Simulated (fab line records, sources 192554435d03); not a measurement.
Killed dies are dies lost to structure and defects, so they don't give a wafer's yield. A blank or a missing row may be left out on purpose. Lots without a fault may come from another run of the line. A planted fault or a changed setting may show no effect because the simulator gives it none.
One fault seen from 3 desks | flow n5_finfet | each desk has only its own numbers; what lay behind them comes last

THE DEFECT DESK
What the inspections along the route counted, lot by lot: means of the sampled wafers that have a number. A lot is out of limits, marked OUT, if its mean lies more than 4 standard deviations from the usual mean; the brackets give that distance.
Columns: A = raw_defect_count at N5_WELL_APT_INSPECT_38, usual 13
lot  | first seen here | A
L103 | day 1 22:57     | 18
L104 | day 2 05:34     | 11
L105 | day 2 10:58     | 20
L110 | day 3 17:40     | 11
L112 | day 4 05:39     | 12
L114 | day 4 16:50     | 14
L117 | day 5 10:43     | 17
L120 | day 6 04:41     | 15
L121 | day 6 10:34     | 9
L122 | day 6 17:08     | 7
L123 | day 6 22:31     | 11
This desk's finding: nothing out of limits on any of the 11 lots.

THE METROLOGY DESK
What the gauges read, lot by lot, whatever tool the lot ran on: means of the sampled wafers that have a number. A lot is out of limits, marked OUT, if its mean lies more than 4 standard deviations from the usual mean; the brackets give that distance. Of its 12 readings 7 are shown: those that lie furthest out on some lot.
Columns: A = cd_nm at N5_WELL_APT_CD_MEAS_25, usual 199.0 nm; B = IOFF_N_LONG at N5_BEOL_M4_RC_MEAS_101, usual 5.52e-05 nA/um; C = IOFF_P at N5_BEOL_M4_RC_MEAS_101, usual 0.21 nA/um; D = SS_N at N5_BEOL_M4_RC_MEAS_101, usual 71.5 mV/dec; E = SS_P at N5_BEOL_M4_RC_MEAS_101, usual 73.2 mV/dec; F = VT_N at N5_BEOL_M4_RC_MEAS_101, usual 250 mV; G = VT_P at N5_BEOL_M4_RC_MEAS_101, usual -250 mV
lot  | first seen here | A     | B        | C    | D    | E    | F   | G
L103 | day 1 21:01     | 201.3 | 5.47e-05 | 0.20 | 72.9 | 73.2 | 251 | -250
L104 | day 2 03:13     | 197.6 | 5.88e-05 | 0.23 | 71.7 | 73.5 | 248 | -247
L105 | day 2 08:48     | 199.1 | 4.96e-05 | 0.16 | 70.9 | 72.9 | 255 | -256
L110 | day 3 15:21     | 197.9 | 5.08e-05 | 0.16 | 71.3 | 72.5 | 254 | -254
L112 | day 4 03:26     | 202.6 | 5.49e-05 | 0.21 | 71.9 | 73.0 | 253 | -249
L114 | day 4 15:04     | 198.9 | 5.43e-05 | 0.20 | 71.5 | 74.2 | 250 | -250
L117 | day 5 08:56     | 199.2 | 5.46e-05 | 0.22 | 71.8 | 73.4 | 248 | -250
L120 | day 6 02:47     | 200.8 | 6.49e-05 | 0.23 | 71.4 | 72.8 | 247 | -248
L121 | day 6 08:49     | 198.0 | 6.02e-05 | 0.24 | 71.5 | 73.6 | 249 | -249
L122 | day 6 15:20     | 197.3 | 6.22e-05 | 0.22 | 71.4 | 73.0 | 251 | -247
L123 | day 6 20:44     | 197.5 | 6.08e-05 | 0.20 | 71.5 | 72.9 | 253 | -251
This desk's finding: nothing out of limits on any of the 11 lots.

THE TOOL OWNER'S DESK: rtp_anneal-02
The tool's own readings at N5_WELL_APT_RTA_34 (time 10 s): means of the sampled wafers that have a number, for each lot that ran on this tool. A lot is out of limits, marked OUT, if its mean lies more than 4 standard deviations from the usual mean; the brackets give that distance. Of its 9 readings 7 are shown: the one that was out of limits first, and those that lie furthest out on some lot.
Columns: A = lamp_power_pct at N5_WELL_APT_RTA_34, usual 13.00 %; B = lamp_zone_1_pct at N5_WELL_APT_RTA_34, usual 12.996 %; C = lamp_zone_2_pct at N5_WELL_APT_RTA_34, usual 12.993 %; D = lamp_zone_3_pct at N5_WELL_APT_RTA_34, usual 12.997 %; E = lamp_zone_5_pct at N5_WELL_APT_RTA_34, usual 12.997 %; F = lamp_zone_6_pct at N5_WELL_APT_RTA_34, usual 12.920 %; G = lamp_zone_7_pct at N5_WELL_APT_RTA_34, usual 13.423 %
lot  | first seen here | A               | B                | C                | D                | E                | F                | G
L103 | day 1 22:05     | 13.00           | 13.013           | 13.017           | 12.995           | 12.987           | 12.928           | 13.449
L105 | day 2 10:07     | 13.03           | 12.997           | 12.962           | 13.004           | 13.006           | 12.931           | 13.394
L110 | day 3 16:31     | 12.99           | 13.012           | 12.963           | 12.982           | 12.971           | 12.925           | 13.439
L114 | day 4 15:58     | 13.04           | 12.992           | 12.991           | 12.963           | 13.019           | 12.918           | 13.416
L117 | day 5 09:49     | 13.06           | 13.013           | 12.994           | 13.011           | 13.016           | 12.931           | 13.431
L120 | day 6 03:52     | 12.19 (-16) OUT | 12.183 (-31) OUT | 12.154 (-32) OUT | 12.186 (-32) OUT | 12.170 (-31) OUT | 12.090 (-30) OUT | 12.587 (-33) OUT
L121 | day 6 09:41     | 12.17 (-16) OUT | 12.178 (-31) OUT | 12.163 (-32) OUT | 12.166 (-33) OUT | 12.193 (-30) OUT | 12.088 (-30) OUT | 12.562 (-34) OUT
L122 | day 6 16:17     | 12.15 (-16) OUT | 12.190 (-31) OUT | 12.149 (-32) OUT | 12.170 (-33) OUT | 12.154 (-31) OUT | 12.125 (-28) OUT | 12.578 (-34) OUT
L123 | day 6 21:39     | 12.19 (-16) OUT | 12.180 (-31) OUT | 12.187 (-31) OUT | 12.178 (-33) OUT | 12.185 (-30) OUT | 12.069 (-30) OUT | 12.582 (-34) OUT
This desk's finding: out of limits on L120, L121, L122, L123; first on L120, day 6 03:52 (lamp_power_pct at N5_WELL_APT_RTA_34). In limits: L103, L105, L110, L114, L117.

PUT TOGETHER
The tool owner's desk could have raised an alarm at day 6 03:52, on L120, L121, L122, L123.
The defect desk saw nothing out of limits.
The metrology desk saw nothing out of limits.
The defect desk has L120, L121, L122, L123 on record, within its limits.
The metrology desk has L120, L121, L122, L123 on record, within its limits.
Of the lots named, all ran N5_WELL_APT_RTA_34 on rtp_anneal-02.

WHAT THE SIMULATOR HAD PUT IN
Process parameter drift: rtp_anneal-02, from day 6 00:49 on, at N5_WELL_APT_RTA_34. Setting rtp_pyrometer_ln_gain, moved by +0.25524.
Lots struck among those shown: L120, L121, L122, L123.
Hours from the fault's start to each desk's first reading out of limits: the tool owner's desk, 3.
